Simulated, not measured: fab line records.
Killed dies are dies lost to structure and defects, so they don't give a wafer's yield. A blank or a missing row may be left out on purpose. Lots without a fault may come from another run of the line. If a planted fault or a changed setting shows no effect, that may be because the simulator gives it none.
Struck lot and sound lot, side by side + flow nand-harc + 41 steps out of a route of 1159
Sound: the wafers L815.3, L815.5, L815.6. Struck: wafers L824.4, L824.6 (left out: L824.2, a lot-mate that was not struck); the cause follows at the end.
At each step with rows: each side's tool, then ch and its chambers, then its first start. Under that, the readings that differ: sound wafers + struck wafers + difference of the means + sigmas: that difference in standard deviations of wafers without a fault.
alike: a reading whose means differ by less than 2 such deviations, as well as words and numbers matching on both sides. not compared: withheld readings; readings where some wafer has no value; bounds like >300 that might hide an equal value; numbers whose values overlap and for which the record gives no deviation.
Wherever a step has rows on one side only, a row that says differs or no value, or a row with sigmas, the two part there. Non-overlapping numbers with no deviation appear without sigmas and do not part them. Lack of a reading on every wafer of one side parts them only where that side has two or more wafers.

NHARC_A_M0_CD_MEAS_09: target cd 80 nm.
  sound on cd-sem-03 ch 0, day 18 04:49; struck on cd-sem-01 ch 0, day 20 23:14
  alike: cd-nm
NHARC_A_M0_OVL_MEAS_10: pitch 160 nm.
  struck on overlay-01, day 20 23:19; sound on overlay-02, day 18 04:55
  alike: overlay-x-nm, overlay-y-nm
NHARC_A_M0_INSPECT_11:
  struck on defect-inspect-01, day 20 23:22; sound on defect-inspect-02, day 18 04:56
  alike: raw-defect-count
then, 3 steps without rows for these wafers: NHARC_A_M0_DESCUM_14 (chemistry O2, time 3 s); NHARC_A_M0_ETCH_34 (etches the open film in N2/H2, target depth 40 nm, overetch 12 nm, time 43.94 s); NHARC_A_M0_ETCH_15 (etches the open film in C4F8/Ar, target depth 150 nm, overetch 15 nm, time 82.5 s).
NHARC_A_M0_CD_MEAS_16:
  struck on cd-sem-03, day 20 23:43; sound on cd-sem-03, day 18 05:21
  alike: cd-nm
then, 3 steps without rows for these wafers: NHARC_A_M0_STRIP_18 (strips in N2/H2); NHARC_A_M0_STRIP_19 (strips in post etch residue remover, time 600 s); NHARC_A_M0_DEGAS_28 (time 60 s).
NHARC_A_M0_PRE_CLEAN_29: time 30 s.
  sound on pvd-sputter-03; struck on pvd-sputter-02
  alike: heater-power-w
then, 1 step without rows for these wafers: NHARC_A_M0_PVD_20 (deposits TaN, target thk 5 nm, time 8.06 s).
NHARC_A_M0_PVD_21: deposits Cu, target thk 30 nm, time 20.49 s.
  struck on pvd-sputter-02, day 21 00:35; sound on pvd-sputter-03, day 18 06:13
  alike: throttle-valve-pct
then, 2 steps without rows for these wafers: NHARC_A_M0_ECD_22 (material Cu, target thk 400 nm); NHARC_A_M0_ANNEAL_30 (time 90 s).
NHARC_A_M0_CMP_23: polishes, t overpolish 20 s, target thk 113.75 nm.
  sound on cmp-01 ch 0,1,3, day 18 07:08; struck on cmp-04 ch 0,2, day 21 01:26
  alike: motor-current-A, time-to-endpoint-s
following that, these wafers have no rows for 1 step: NHARC_A_M0_SRD_25.
NHARC_A_M0_INSPECT_27:
  struck on defect-inspect-01, day 21 01:54; sound on defect-inspect-02, day 18 07:34
  alike: raw-defect-count
NHARC_A_M0_PRE_CLEAN_31: time 12 s.
  sound on pecvd-04 ch 0,2, day 18 07:38; struck on pecvd-04 ch 0,2, day 21 01:59
  alike: heater-power-w
NHARC_A_M0_DEP_32: deposits SiCN, target thk 30 nm.
  sound on pecvd-04 ch 0,2, day 18 07:45; struck on pecvd-04 ch 0,2, day 21 02:05
  alike: heater-power-w
then, 10 steps without rows for these wafers: NHARC_A_M1_DEP_00 (deposits SiOC, target thk 182.5 nm); NHARC_A_M1_DEHYDRATE_01 (time 120 s); NHARC_A_M1_HMDS_02 (time 30 s); NHARC_A_M1_COAT_34 (time 65 s); NHARC_A_M1_COAT_03 (resist thk 90 nm); NHARC_A_M1_SOFTBAKE_04 (time 55 s); NHARC_A_M1_EBR_05; NHARC_A_M1_EXPOSE_06 (exposes mask A M1, target cd 120 nm); NHARC_A_M1_PEB_07 (peb time 65 s); NHARC_A_M1_DEVELOP_08 (develop time 35 s).
NHARC_A_M1_CD_MEAS_09: target cd 120 nm.
  the record has rows for the sound wafers here (cd-sem-01 ch 0, day 18 08:58) and none for the struck ones
NHARC_A_M1_OVL_MEAS_10: pitch 240 nm.
  the record holds rows for the sound wafers here (overlay-02, day 18 09:04) but none for the struck ones
NHARC_A_M1_INSPECT_11:
  the record holds rows for the sound wafers here (defect-inspect-02, day 18 09:05) but none for the struck ones
NHARC_A_M1_DESCUM_14: chemistry O2, time 3 s.
  the record has rows for the sound wafers here (rie-diel-12 ch 0,1, day 18 09:10) and none for the struck ones
then, 2 steps without rows for these wafers: NHARC_A_M1_ETCH_35 (etches the open film in N2/H2, target depth 40 nm, overetch 12 nm, time 43.94 s); NHARC_A_M1_ETCH_15 (etches the open film in C4F8/Ar, target depth 182.5 nm, time 91.2 s).
NHARC_A_M1_CD_MEAS_16:
  the record holds rows for the sound wafers here (cd-sem-03, day 18 09:28) but none for the struck ones
then, 3 steps without rows for these wafers: NHARC_A_M1_STRIP_18 (strips in N2/H2); NHARC_A_M1_ETCH_28 (etches the open film in CF4/N2, target depth 30 nm, time 72.99 s); NHARC_A_M1_STRIP_19 (strips in post etch residue remover, time 600 s).
NHARC_END_SORT_01:
  sound on prober-02 ch 0, day 20 10:22; struck on prober-01 ch 0, day 22 23:02
| reading                  | sound          | struck    | difference | sigmas      |
|--------------------------|----------------|-----------|------------|-------------|
| defect-limited-yield (%) | 97.6 97.2 97.9 | 0 0.1     | -98        | -57         |
| killed-at-array          | 11 16 11       | 677 675   | +663       | +60         |
| killed-dies              | 16 19 14       | 677 676   | +660       | +55         |
| sort_bin_2_pct (%)       | 0.9 1.0 0.9    | 96.9 98.1 | +96.6      | +99 or more |
| sort-n-pass              | 661 658 663    | 0 1       | -660       | -55         |
| sort-rim-yield-pct (%)   | 96 94 97       | 0 0       | -96        | -29         |
| sort-yield-pct (%)       | 97.6 97.2 97.9 | 0 0.1     | -98        | -57         |
  alike: killed-at-other, killed-at-periphery, killed-open, killed-short, sort_bin_3_pct, sort_bin_4_pct

== WHERE THEY PART ==
Last at NHARC_END_SORT_01 as far as this record goes, first at NHARC_A_M1_CD_MEAS_09.

WHY: the cause the simulator had injected
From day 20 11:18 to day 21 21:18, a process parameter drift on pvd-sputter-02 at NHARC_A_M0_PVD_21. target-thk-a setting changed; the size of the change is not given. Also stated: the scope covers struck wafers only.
